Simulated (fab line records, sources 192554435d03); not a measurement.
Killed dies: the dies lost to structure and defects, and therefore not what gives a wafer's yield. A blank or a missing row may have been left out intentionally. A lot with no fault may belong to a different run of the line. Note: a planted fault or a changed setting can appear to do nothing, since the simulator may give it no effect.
The tool behind it: which one? | flow n5-finfet | Sampling: 10 lots, 30 wafers, 6 of 1938 route steps

== WHAT THE GAUGES READ, wafer by wafer ==
N5_BEOL_M8_INSPECT_58: inspects for defects (darkfield). Usual: 70 for raw-defect-count, sd 25.
lot  | measured     | on                | raw-defect-count | flag
L654 | day 9 13:37  | defect-inspect-02 | 24 39 44         |
L657 | day 10 09:14 | defect-inspect-02 | 77 45 88         |
L659 | day 10 20:08 | defect-inspect-01 | 50 69 53         |
L660 | day 11 02:10 | defect-inspect-01 | 50 46 79         |
L661 | day 11 04:10 | defect-inspect-01 | 37 52 34         |
L665 | day 12 10:03 | defect-inspect-01 | 98 99 68         |
L672 | day 14 06:02 | defect-inspect-01 | 39 96 67         |
L674 | day 14 10:48 | defect-inspect-01 | 78 92 72         |
L675 | day 14 16:06 | defect-inspect-01 | 38 55 64         |
L676 | day 15 11:46 | defect-inspect-01 | 50 42 24         |

N5_BEOL_M9_INSPECT_13: inspects for defects (brightfield). Usual: 402 for raw-defect-count, sd 100.
lot  | measured     | on                | raw-defect-count | flag
L654 | day 9 15:20  | defect-inspect-02 | 337 399 474      |
L657 | day 10 12:13 | defect-inspect-02 | 382 294 409      |
L659 | day 10 23:23 | defect-inspect-01 | 254 323 260      |
L660 | day 11 03:54 | defect-inspect-02 | 275 289 484      |
L661 | day 11 07:05 | defect-inspect-01 | 833 761 612      | OFF
L665 | day 12 11:48 | defect-inspect-02 | 856 731 797      | OFF
L672 | day 14 10:34 | defect-inspect-01 | 342 444 348      |
L674 | day 14 12:43 | defect-inspect-01 | 439 393 334      |
L675 | day 14 19:45 | defect-inspect-01 | 315 320 370      |
L676 | day 15 13:40 | defect-inspect-01 | 274 249 268      |

N5_BEOL_M9_INSPECT_30: inspects for defects (brightfield). Usual: 402 for raw-defect-count, sd 100.
lot  | measured     | on                | raw-defect-count | flag
L654 | day 9 16:26  | defect-inspect-02 | 338 380 446      |
L657 | day 10 13:14 | defect-inspect-02 | 391 285 382      |
L659 | day 11 00:16 | defect-inspect-02 | 243 313 263      |
L660 | day 11 06:26 | defect-inspect-01 | 267 278 449      |
L661 | day 11 10:10 | defect-inspect-02 | 844 764 606      | OFF
L665 | day 12 15:04 | defect-inspect-02 | 874 776 772      | OFF
L672 | day 14 11:40 | defect-inspect-01 | 326 413 358      |
L674 | day 14 13:59 | defect-inspect-01 | 432 391 324      |
L675 | day 14 22:05 | defect-inspect-01 | 286 309 359      |
L676 | day 15 15:22 | defect-inspect-01 | 269 251 276      |

== WHICH TOOL RAN EACH LOT (tool, then ch and the chambers of the sampled wafers, then the start) ==
lot  | N5_BEOL_M8_DEP_56               | N5_BEOL_M9_PECVD_70             | N5_BEOL_M9_HM_DEP_02
L654 | pecvd-01 ch 1,2, day 9 13:31    | pecvd-03 ch 0,1,2, day 9 14:18  | pvd-sputter-02, day 9 14:55
L657 | pecvd-04 ch 0,1, day 10 09:07   | pecvd-04 ch 0,1, day 10 09:56   | pvd-sputter-02, day 10 11:47
L659 | pecvd-04 ch 0,2, day 10 20:02   | pecvd-03 ch 0,1, day 10 20:47   | pvd-sputter-02, day 10 22:58
L660 | pecvd-04 ch 0,1,2, day 11 02:05 | pecvd-03 ch 1,2, day 11 03:08   | pvd-sputter-02, day 11 03:21
L661 | pecvd-04 ch 0,1,2, day 11 04:05 | pecvd-04 ch 0,1,2, day 11 04:50 | pvd-sputter-02, day 11 06:32
L665 | pecvd-04 ch 1, day 12 09:55     | pecvd-01 ch 0,1,2, day 12 10:43 | pvd-sputter-02, day 12 11:14
L672 | pecvd-01 ch 0,2, day 14 05:57   | pecvd-03 ch 1,2, day 14 07:19   | pvd-sputter-01, day 14 10:08
L674 | pecvd-01 ch 0,1, day 14 10:43   | pecvd-03 ch 0,1,2, day 14 11:57 | pvd-sputter-01, day 14 12:10
L675 | pecvd-04 ch 0,1, day 14 16:01   | pecvd-04 ch 0,1,2, day 14 16:46 | pvd-sputter-01, day 14 19:11
L676 | pecvd-02 ch 1,2, day 15 11:40   | pecvd-03 ch 0,1, day 15 12:26   | pvd-sputter-01, day 15 13:07
- N5_BEOL_M8_DEP_56: deposits SiCN from 3MS/NH3, target thk 10 nm, time 17.5 s.
- N5_BEOL_M9_PECVD_70: deposits SiO2 from TEOS/O2, target thk 20 nm, time 22.7 s.
- N5_BEOL_M9_HM_DEP_02: deposits TiN, target thk 20 nm.

== AS READ BY THE TOOLS THEMSELVES (means over the sampled wafers that have a number; for cases with no such wafer, the mark the record gives instead) ==
N5_BEOL_M8_DEP_56. Usual: showerhead-plenum-p-Torr 3.663 Torr, standard deviation 0.017; throttle-valve-pct 8.7 %, standard deviation 0.61.
lot  | tool     | showerhead-plenum-p-Torr (Torr) | throttle-valve-pct (%) | flag
L654 | pecvd-01 | 3.662                           | 8.7                    |
L657 | pecvd-04 | 3.652                           | 9.0                    |
L659 | pecvd-04 | 3.673                           | 8.1                    |
L660 | pecvd-04 | 3.660                           | 8.6                    |
L661 | pecvd-04 | 3.663                           | 8.6                    |
L665 | pecvd-04 | 3.641                           | 9.2                    |
L672 | pecvd-01 | 3.677                           | 9.5                    |
L674 | pecvd-01 | 3.665                           | 9.1                    |
L675 | pecvd-04 | 3.649                           | 8.9                    |
L676 | pecvd-02 | 3.651                           | 8.2                    |

N5_BEOL_M9_PECVD_70. Usual: heater-power-w 730 W, standard deviation 140; showerhead-plenum-p-Torr 8.76 Torr, standard deviation 0.073; throttle-valve-pct 22.2 %, standard deviation 1.3.
lot  | tool     | heater-power-w (W) | showerhead-plenum-p-Torr (Torr) | throttle-valve-pct (%) | flag
L654 | pecvd-03 | 739                | 8.75                            | 22.7                   |
L657 | pecvd-04 | 539                | 8.70                            | 21.7                   |
L659 | pecvd-03 | 737                | 8.78                            | 23.2                   |
L660 | pecvd-03 | 780                | 8.79                            | 21.9                   |
L661 | pecvd-04 | 622                | 8.76                            | 21.2                   |
L665 | pecvd-01 | 756                | 8.81                            | 22.5                   |
L672 | pecvd-03 | 838                | 8.75                            | 22.3                   |
L674 | pecvd-03 | 814                | 8.76                            | 22.8                   |
L675 | pecvd-04 | 645                | 8.75                            | 21.3                   |
L676 | pecvd-03 | 734                | 8.80                            | 23.1                   |

N5_BEOL_M9_HM_DEP_02. Usual: 29.9 % for throttle-valve-pct, sd 0.81.
lot  | tool           | throttle-valve-pct (%) | flag
L654 | pvd-sputter-02 | 30.5                   |
L657 | pvd-sputter-02 | 30.1                   |
L659 | pvd-sputter-02 | 29.3                   |
L660 | pvd-sputter-02 | 29.2                   |
L661 | pvd-sputter-02 | 29.8                   |
L665 | pvd-sputter-02 | 29.5                   |
L672 | pvd-sputter-01 | 30.1                   |
L674 | pvd-sputter-01 | 30.4                   |
L675 | pvd-sputter-01 | 30.3                   |
L676 | pvd-sputter-01 | 29.7                   |

== THE ANSWER, worked out from the rows above alone ==
Rule: take the mean of a lot's wafers that have a number; if it is more than 3 standard deviations from the usual mean, the lot is off. A lot without any number at a reading at which 4 lots or more have one is off too. The other lots that the step has rows for count as sound. After the gauges, taken in route order, come the tools' own readings; for these a lot's mean is taken, as printed above. The first step at which some lot is off is used, and at that step the reading that is off furthest; a lot without a number counts as furthest.
Off: L661, L665, at N5_BEOL_M9_INSPECT_13 (raw-defect-count).
A tool fits if, at a process step before that reading, it ran every lot that is off, and no sound lot after the first of them. Those tools and the gauges at N5_BEOL_M9_INSPECT_13 are tried in the same way. One fits: N5_BEOL_M9_HM_DEP_02 on pvd-sputter-02. A fault onset in the window from L660 (day 11 03:21, its last sound lot) to L661 (day 11 06:32, its first lot off) fits.

== WHAT THE SIMULATOR HAD INSERTED ==
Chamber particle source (pvd-sputter-02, N5_BEOL_M9_HM_DEP_02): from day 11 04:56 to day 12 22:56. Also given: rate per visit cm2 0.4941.
Lots struck among those shown: L661, L665. The rule above reached the same finding.
